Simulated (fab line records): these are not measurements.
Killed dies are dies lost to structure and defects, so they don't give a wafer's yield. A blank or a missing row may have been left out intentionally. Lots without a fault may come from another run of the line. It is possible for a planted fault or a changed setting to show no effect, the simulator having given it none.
Matching of chambers / flow nand-harc / NHARC_A_BONDPAD_CMP_29 on cmp-04: 4 sister chambers
The step polishes SiCN, target thk 200 nm. 4 wafers are shown with their chamber, then 7 later ones without.

WAFERS, EACH WITH ITS CHAMBER
wafer=L584.1; chamber=0; motor-current-A (A)=11.9
wafer=L588.6; chamber=1; motor-current-A (A)=13.6
wafer=L594.1; chamber=3; motor-current-A (A)=11.7
wafer=L594.2; chamber=2; motor-current-A (A)=13.0

WAFERS MISSING THEIR CHAMBER
wafer=L594.4; motor-current-A (A)=14.3
wafer=L605.1; motor-current-A (A)=14.3
wafer=L605.4; motor-current-A (A)=13.1
wafer=L605.6; motor-current-A (A)=11.1
wafer=L604.1; motor-current-A (A)=10.7
wafer=L604.2; motor-current-A (A)=11.6
wafer=L604.4; motor-current-A (A)=12.9

WHICH CHAMBER EACH WENT THROUGH
wafer=L594.4; from the rows above=can't be placed: 1 or 2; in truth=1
wafer=L605.1; from the rows above=can't be placed: 1 or 2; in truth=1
wafer=L605.4; from the rows above=can't be placed: 2 or 1 or 0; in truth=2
wafer=L605.6; from the rows above=can't be placed: 3 or 0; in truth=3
wafer=L604.1; from the rows above=can't be placed: 3 or 0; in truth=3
wafer=L604.2; from the rows above=can't be placed: 3 or 0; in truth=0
wafer=L604.4; from the rows above=can't be placed: 2 or 1 or 0 or 3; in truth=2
Correctly placed: 0 of 7. Can't be placed from these rows: 7 (the true chamber is among the candidates in 7). Placed wrongly: 0.
How it was worked out, from the rows above alone: a wafer's distance from a chamber is the root of the sum, over the readings, of the square of ((its reading less the chamber's mean) divided by the reading's scatter). If the next closest chamber is less than 2 further off than the closest, the wafer can't be placed; otherwise it belongs to the closest. For every chamber, the mean is computed from those of its wafers that are shown. The scatter: root of mean squared gap, hidden wafer to nearest shown wafer, with one shown wafer a chamber.
